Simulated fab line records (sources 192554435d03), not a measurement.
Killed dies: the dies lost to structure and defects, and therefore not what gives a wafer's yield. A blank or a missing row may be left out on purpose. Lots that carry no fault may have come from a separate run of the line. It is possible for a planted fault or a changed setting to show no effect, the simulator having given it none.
A lot that was struck, set against a sound lot -- flow n5-finfet -- 38 out of 1938 route steps
Sound: the wafers L383.1, L383.4, L383.6. Struck: wafers L375.1, L375.5. At the end, the cause is stated.
Order at every step that has rows: each side's tool, ch and its chambers, its first start. Under that, the readings that differ: sound wafers -- struck wafers -- difference of the means -- sigmas: that difference in standard deviations of wafers without a fault.
alike: readings with means less than 2 such deviations apart, plus words and numbers identical on both sides. not compared: withheld readings, readings lacking a value on some wafer, bounds such as >300 that could conceal the same value, and numbers that have no deviation in the record and whose values overlap.
The two part at a step that has a row with sigmas, a row that says differs or no value, or rows on one side only. Numbers that have no deviation but don't overlap get no sigmas and don't part them. A reading missing from all wafers of one side parts the sides only when that side holds two or more wafers.

first, 12 steps without rows for these wafers: N5_SD_EPI_P_STRIP_38 (strips in N2/H2); N5_SD_EPI_P_ETCHBACK_46 (etches SiNx in CH3F/O2, stops on SiO2, target depth 17.5 nm); N5_SD_EPI_P_ETCH_47 (etches SiOCN in CH3F/O2, target depth 25 nm); N5_SD_EPI_P_ETCH_16 (etches SiO2 in CHF3/O2, target depth 5 nm); N5_SD_EPI_P_STRIP_50 (strips in CHF3/O2); N5_SD_EPI_P_SD_RECESS_17 (chemistry HBr/Cl2/O2, target depth 39.1 nm, bt time 3 s); N5_SD_EPI_P_WET_ETCH_45 (etches SiO2 in dHF, time 10.7 s, target depth 2 nm, rinse time 30 s); N5_SD_EPI_P_STRIP_40 (strips in N2/H2); N5_SD_EPI_P_PRECLEAN_52 (cleans in O3/DIW, time 60 s); N5_SD_EPI_P_SRD_20 (time 30 s); N5_SD_EPI_P_PRECLEAN_51 (cleans in NF3:NH3, afs cycles 1, time 20 s, sublimation time 60 s); N5_SD_EPI_P_VAPOR_ETCH_44 (etches SiGe30 in NF3/Ar, time 3.3 s).
N5_SD_EPI_P_EPI_21: deposits SiGe:B, time 355 s.
  sound on epi-rpcvd-02 ch 0, day 8 12:17; struck on epi-rpcvd-03 ch 0, day 6 08:01
reading,sound,struck,difference,sigmas
epi-growth-time-s (s),355 355 355,259.36 259.36,-95.64,
model.SiGe-B_of_SD_EPI_P_EPI_21.thk-nm (nm),60 60.4 60.4,48.4 48,-12.1,
N5_SD_EPI_P_EPI_MEAS_23:
  struck on film-metro-02, day 6 10:56; sound on film-metro-01, day 8 14:29
reading,sound,struck,difference,sigmas
thk-nm (nm),58.1 60.5 60.7,49.3 48.6,-10.8,-10
then, 8 steps without rows for these wafers: N5_SD_EPI_P_HM_STRIP_48 (strips SiNx in H3PO4, material SiNx, target depth 3 nm); N5_SD_EPI_P_SRD_49 (time 30 s); N5_SD_EPI_P_PRECLEAN_24 (cleans in O3/DIW, time 45 s); N5_SD_EPI_P_PRECLEAN_32 (cleans in dHF, time 10 s); N5_SD_EPI_P_PRECLEAN_33 (cleans in SC2, time 45 s); N5_SD_EPI_P_SRD_25 (time 30 s); N5_SD_ACTIVATION_RTA_00 (time 0 s); N5_SD_ACTIVATION_LSA_01 (time 0.0008 s).
N5_SD_ACTIVATION_RS_MEAS_03: a four-point-probe measurement.
  struck on film-metro-01, day 6 11:33; sound on film-metro-01, day 8 15:25
reading,sound,struck,difference,sigmas
RS_SD_P (ohm/sq),57.6 57.7 57.4,70.5 71.2,+13.3,+17
  alike: RS_SD_N
then, 12 steps without rows for these wafers: N5_ILD0_LINER_00 (material SiNx, target thk 4 nm, pulse time 1 s, purge time 2 s); N5_ILD0_FCVD_FILL_01 (material SiO2 flowable, target thk 200 nm, time 328.3 s); N5_ILD0_CURE_02 (time 1800 s); N5_ILD0_CMP_03 (polishes, stops on SiNx, t overpolish 1.9 s, target thk 197.38 nm); N5_ILD0_CMP_07 (polishes SiO2 flowable, stops on poly-Si, t overpolish 1.18 s, target thk 138.88 nm); N5_ILD0_PRECLEAN_10 (cleans in NF3:NH3, afs cycles 5, time 20 s, sublimation time 60 s); N5_ILD0_ALD_15 (deposits SiNx, target thk 24 nm, pulse time 1 s, ald cycles 480); N5_ILD0_CMP_12 (polishes SiNx, stops on poly-Si, t overpolish 6 s, target thk 17.67 nm); N5_SDB_HM_DEP_00 (deposits SiNx from SiH4/NH3/N2, target thk 40 nm, time 35.3 s); N5_SDB_COAT_03 (time 60 s, resist thk 100 nm); N5_SDB_COAT_04 (time 60 s, resist thk 18 nm); N5_SDB_COAT_05 (resist thk 90 nm).
N5_MOL_CONTACT_COAG_ETCH_110: etches Si in CF4/O2, target depth 2.5 nm, time 8 s.
  sound on rie-diel-02 ch 0,2,3, day 9 21:23; struck on rie-diel-06 ch 0,1, day 7 18:15
reading,sound,struck,difference,sigmas
model.SiGe-B_of_SD_EPI_P_EPI_21.thk-nm (nm),57 57.6 57.6,46.2 45.8,-11.4,
  alike: chamber-pressure-mTorr, drypump-motor-current-A, oes-product-au, rf-vpp-V, showerhead-plenum-p-Torr, throttle-valve-pct
  not compared: rf-hours-counter-h
-- here the record skips 3 days between the struck wafers' starts before and after, leaving off in module MOL_CONTACT_COAG and picking up in module BEOL_M4 (first step shown: number 1111 of the route) --
N5_BEOL_M4_RC_MEAS_101:
  sound on prober-01 ch 0, day 13 07:43; struck on prober-01 ch 0, day 10 14:14
reading,sound,struck,difference,sigmas
IOFF_P (nA/um),0.229 0.230 0.210,0.155 0.132,-0.079,-3
ION_P (uA/um),466 461 453,438 432,-25,-4
REXT_P (ohm.um),101.4 101.8 101.4,110.2 112.4,+9.8,+4
RS_SD_P (ohm/sq),67.2 67.7 67.1,83.0 83.6,+16.0,+17
VT_P (mV),-252.0 -249.1 -250.0,-261.9 -265.7,-13.4,-5
VT_P_LVT (mV),-96.2 -96.2 -97.1,-110.5 -113.0,-15.2,-6
  alike: DIBL_N, DIBL_P, IOFF_N, ION_N, SS_N, SS_P, VT_N
-- the record jumps here: 5 days lie between the struck wafers' starts before and after (it left off in module BEOL_M4 and takes up again in module PASSIVATION, whose first step shown is number 1936 of the route) --
N5_PASSIVATION_PROBE_49:
  struck on prober-02, day 15 07:40; sound on prober-02, day 17 08:35
reading,sound,struck,difference,sigmas
sort_bin_8_speed (%),0 0 0,0.08 3.31,+1.70,+99 or more
  alike: defect-limited-yield, killed_at_M0_to_M3, killed_at_M4_up, killed-at-contacts, killed-at-front-end, killed-at-other, killed-dies, killed-open, killed-short, sort_bin_5_function, sort_bin_6_memory, sort-n-pass, sort-yield-pct

WHERE THEY PART
Earliest at N5_SD_EPI_P_EPI_MEAS_23; latest, in this record, at N5_PASSIVATION_PROBE_49.

WHY: what had been put in by the simulator
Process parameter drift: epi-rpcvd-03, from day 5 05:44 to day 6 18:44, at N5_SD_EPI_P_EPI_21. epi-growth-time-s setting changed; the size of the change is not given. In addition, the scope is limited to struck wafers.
